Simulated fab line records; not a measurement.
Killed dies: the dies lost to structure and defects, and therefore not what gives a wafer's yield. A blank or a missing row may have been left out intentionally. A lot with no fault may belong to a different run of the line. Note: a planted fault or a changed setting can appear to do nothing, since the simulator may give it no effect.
Matching of chambers -- flow n5_finfet -- 4 sister chambers for N5_BEOL_M2_ETCH_70 on rie_diel-02
The step etches SOC in N2/H2, target depth 80 nm, overetch 24 nm, time 130 s. 4 wafers are shown with their chamber, then 9 later ones without.

WAFERS WITH THEIR CHAMBER
wafer,chamber,drypump_motor_current_A (A)
L086.5,0,6.8
L089.3,1,6.0
L089.4,3,5.3
L089.5,2,5.6

WAFERS MISSING THEIR CHAMBER
wafer,drypump_motor_current_A (A)
L091.1,5.3
L091.2,6.8
L091.4,5.9
L092.2,5.3
L092.4,5.8
L092.5,6.8
L093.1,5.6
L093.4,5.9
L093.5,6.8

THE CHAMBER EACH PASSED THROUGH
wafer,from the rows above,in truth
L091.1,3,3
L091.2,0,0
L091.4,1,1
L092.2,3,3
L092.4,can't be placed: 1 or 2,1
L092.5,0,0
L093.1,2,2
L093.4,1,1
L093.5,0,0
Placed correctly: 8 of 9. From these rows, 1 cannot be placed; in 1 the true chamber is one of the candidates. Number placed wrongly: 0.
How it was worked out, from the rows above alone: a wafer's distance from a chamber is the root of the sum, over the readings, of the square of ((its reading less the chamber's mean) divided by the reading's scatter). If the next closest chamber is less than 2 further off than the closest, the wafer can't be placed; otherwise it belongs to the closest. The mean given for a chamber averages the wafers shown for that chamber. The scatter: with one shown wafer a chamber, the root of the mean of the squares of how far each hidden wafer lies from its nearest shown one.
